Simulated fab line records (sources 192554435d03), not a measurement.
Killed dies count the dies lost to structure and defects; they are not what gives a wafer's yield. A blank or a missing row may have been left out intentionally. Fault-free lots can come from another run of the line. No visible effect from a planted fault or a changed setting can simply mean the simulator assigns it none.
Matching of chambers	flow n5 finfet	N5_BEOL_M3_PECVD_72 on pecvd-04: 3 sister chambers
The step deposits SiO2 from TEOS/O2, target thk 16 nm, time 18 s. 6 wafers are shown with their chamber, then 9 later ones without.

WAFERS WITH THEIR CHAMBER
wafer	chamber	throttle valve pct (%)	showerhead plenum p Torr (Torr)
L081.6	2	20.8	8.68
L086.1	0	27.6	8.79
L086.6	0	27.5	8.77
L090.1	2	20.5	8.70
L090.3	1	22.7	8.77
L090.4	1	22.7	8.78

WAFERS WITH NO CHAMBER GIVEN
wafer	throttle valve pct (%)	showerhead plenum p Torr (Torr)
L091.1	22.6	8.79
L091.2	28.0	8.77
L091.5	22.8	8.79
L093.1	27.7	8.77
L093.4	28.0	8.77
L093.5	20.8	8.68
L097.1	28.2	8.77
L097.5	21.0	8.69
L097.6	28.2	8.76

WHICH CHAMBER EACH WENT THROUGH
wafer	from the rows above	in truth
L091.1	1	1
L091.2	0	0
L091.5	1	1
L093.1	0	0
L093.4	0	0
L093.5	2	2
L097.1	0	0
L097.5	2	2
L097.6	0	0
Placed correctly: 9 of 9. Not placeable from these rows: 0. 0 placed wrongly.
How it was worked out, from the rows above alone: a wafer's distance from a chamber is the root of the sum, over the readings, of the square of ((its reading less the chamber's mean) divided by the reading's scatter). The wafer belongs to the nearest chamber; if the next one is less than 2 further off, it can't be placed. Each chamber's mean is taken over the wafers shown for it. The scatter is the square root of a quotient: the sum, over the shown wafers, of each reading's squared deviation from its chamber's mean, divided by wafers minus chambers.
